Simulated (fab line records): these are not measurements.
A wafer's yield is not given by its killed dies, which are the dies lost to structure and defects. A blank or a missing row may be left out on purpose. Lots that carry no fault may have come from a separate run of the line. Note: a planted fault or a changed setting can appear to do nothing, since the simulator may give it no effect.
Matching of chambers / flow n5_finfet / rie_si-02 running N5_FIN_SAQP_FIN_ETCH_36: 4 sister chambers
The step etches the open film in HBr/Cl2/O2, target depth 120 nm, time 50.4 s. 4 wafers are shown with their chamber, then 10 later ones without.

== EACH WAFER AND ITS CHAMBER ==
wafer=L092.4; chamber=3; throttle_valve_pct (%)=36.12
wafer=L092.6; chamber=1; throttle_valve_pct (%)=36.05
wafer=L093.1; chamber=2; throttle_valve_pct (%)=35.78
wafer=L093.4; chamber=0; throttle_valve_pct (%)=35.68

== WAFERS WHOSE CHAMBER IS MISSING ==
wafer=L093.6; throttle_valve_pct (%)=35.66
wafer=L094.1; throttle_valve_pct (%)=35.74
wafer=L094.2; throttle_valve_pct (%)=36.08
wafer=L094.3; throttle_valve_pct (%)=36.15
wafer=L095.1; throttle_valve_pct (%)=36.15
wafer=L095.2; throttle_valve_pct (%)=36.08
wafer=L095.3; throttle_valve_pct (%)=35.67
wafer=L097.1; throttle_valve_pct (%)=35.66
wafer=L097.3; throttle_valve_pct (%)=36.13
wafer=L097.6; throttle_valve_pct (%)=36.07

== WHICH CHAMBER EACH WENT THROUGH ==
wafer=L093.6; from the rows above=0; in truth=0
wafer=L094.1; from the rows above=can't be placed: 2 or 0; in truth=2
wafer=L094.2; from the rows above=can't be placed: 1 or 3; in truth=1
wafer=L094.3; from the rows above=3; in truth=3
wafer=L095.1; from the rows above=3; in truth=3
wafer=L095.2; from the rows above=can't be placed: 1 or 3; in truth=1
wafer=L095.3; from the rows above=0; in truth=0
wafer=L097.1; from the rows above=0; in truth=0
wafer=L097.3; from the rows above=3; in truth=3
wafer=L097.6; from the rows above=can't be placed: 1 or 3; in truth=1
Correct placement for 6 of the 10. Can't be placed from these rows: 4 (the true chamber is among the candidates in 4). Wrongly placed: 0.
How it was worked out, from the rows above alone: a wafer's distance from a chamber is the root of the sum, over the readings, of the square of ((its reading less the chamber's mean) divided by the reading's scatter). The wafer belongs to the nearest chamber; if the next one is less than 2 further off, it can't be placed. A chamber's mean is the mean of its shown wafers. The scatter: with one shown wafer a chamber, the root of the mean of the squares of how far each hidden wafer lies from its nearest shown one.
